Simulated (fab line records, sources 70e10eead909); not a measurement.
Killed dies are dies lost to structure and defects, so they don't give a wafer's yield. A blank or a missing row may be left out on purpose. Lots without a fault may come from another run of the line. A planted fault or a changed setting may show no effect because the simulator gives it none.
Which tool did it? | flow nand_harc | 14 lots, 42 wafers sampled, at 2 steps of a route of 1159

WHAT THE GAUGES READ, wafer by wafer
NHARC_A_SLIT_CD_MEAS_09: target cd 300 nm.
lot  | measured     | on        | cd_nm (nm)
L349 | day 14 12:16 | cd_sem-03 | 300.4 300.9 300.6
L348 | day 14 15:32 | cd_sem-01 | 300.2 300.3 300.6
L351 | day 15 08:04 | cd_sem-01 | 299.2 300.0 299.5
L354 | day 15 10:27 | cd_sem-02 | 299.6 299.4 300.0
L353 | day 15 10:41 | cd_sem-03 | 299.5 300.1 300.0
L352 | day 15 10:52 | cd_sem-02 | 300.4 300.8 300.0
L355 | day 16 00:54 | cd_sem-03 | 300.2 300.8 299.9
L356 | day 16 14:31 | cd_sem-03 | 299.5 299.8 299.6
L357 | day 16 14:40 | cd_sem-02 | 300.1 299.3 299.9
L367 | day 19 00:50 | cd_sem-02 | 300.5 301.0 300.0
L368 | day 19 01:17 | cd_sem-02 | 299.7 299.7 300.4
L369 | day 19 01:54 | cd_sem-03 | 298.3 299.4 300.0
L366 | day 19 02:47 | cd_sem-01 | 299.3 300.4 299.0
L370 | day 19 21:13 | cd_sem-01 | 300.1 299.0 298.6

NHARC_A_SLIT_OVL_MEAS_10.
lot  | measured     | on         | overlay_x_nm (nm) | overlay_y_nm (nm)
L349 | day 14 12:21 | overlay-01 | 0.1 -0.2 0.0      | 0.5 0.2 -0.5
L348 | day 14 15:38 | overlay-02 | -0.2 -0.1 0.1     | 0.1 -0.1 -0.3
L351 | day 15 08:10 | overlay-01 | -0.3 0.4 -0.4     | 1.0 1.5 1.1
L354 | day 15 10:32 | overlay-02 | 1.0 1.1 0.9       | 0.2 0.6 0.5
L353 | day 15 10:46 | overlay-01 | 0.2 0.2 0.0       | -0.5 -0.3 0.3
L352 | day 15 10:57 | overlay-02 | 1.8 1.3 0.9       | 1.8 1.5 1.4
L355 | day 16 00:59 | overlay-02 | 0.4 0.1 -0.5      | 1.1 0.5 1.1
L356 | day 16 14:37 | overlay-01 | -0.4 0.1 -0.1     | 0.2 0.1 -0.2
L357 | day 16 14:46 | overlay-01 | 0.7 0.9 0.5       | 0.2 0.3 -0.4
L367 | day 19 00:55 | overlay-01 | 1.4 0.9 1.3       | 0.9 1.1 0.4
L368 | day 19 01:23 | overlay-02 | -0.5 -0.2 -0.5    | -0.3 -0.2 -0.2
L369 | day 19 01:59 | overlay-01 | 0.2 -0.2 -0.9     | 0.5 -0.1 0.1
L366 | day 19 02:52 | overlay-02 | -0.5 -0.9 -0.7    | 1.5 1.1 1.0
L370 | day 19 21:19 | overlay-02 | -0.4 0.0 -0.6     | 0.1 -0.9 -0.1

WHICH TOOL RAN EACH LOT (tool, then ch and the chambers of the sampled wafers, then the start)
The record holds no process step before these readings.

WHAT THE TOOLS THEMSELVES READ (means of the sampled wafers that have a number; where no wafer has one, the mark that the record gives instead)
The record holds no such reading with a usual standard deviation.

THE ANSWER, worked out from the rows above alone
Rule: what is usual is taken from the lots themselves. Put in order of their means at a reading, lots are off if they are a third of the lots or fewer, leave a main group of 4 or more, and stand apart from it by a gap of 3 or more times the standard deviation of the main group's means; of several such gaps the widest counts. A main group whose means are all the same, to the digits that the tables above print for the reading, isn't used. A lot without any number at a reading at which 4 lots or more have one is off too. The other lots that the step has rows for count as sound. The gauges are gone through in route order, then the tools' own readings, and for those a lot's mean is taken as printed above. The first step at which some lot is off is used, and at that step the reading that is off furthest; a lot without a number counts as furthest.
No lot is off at any reading shown: from this, nothing can be told.

WHAT THE SIMULATOR HAD PUT IN
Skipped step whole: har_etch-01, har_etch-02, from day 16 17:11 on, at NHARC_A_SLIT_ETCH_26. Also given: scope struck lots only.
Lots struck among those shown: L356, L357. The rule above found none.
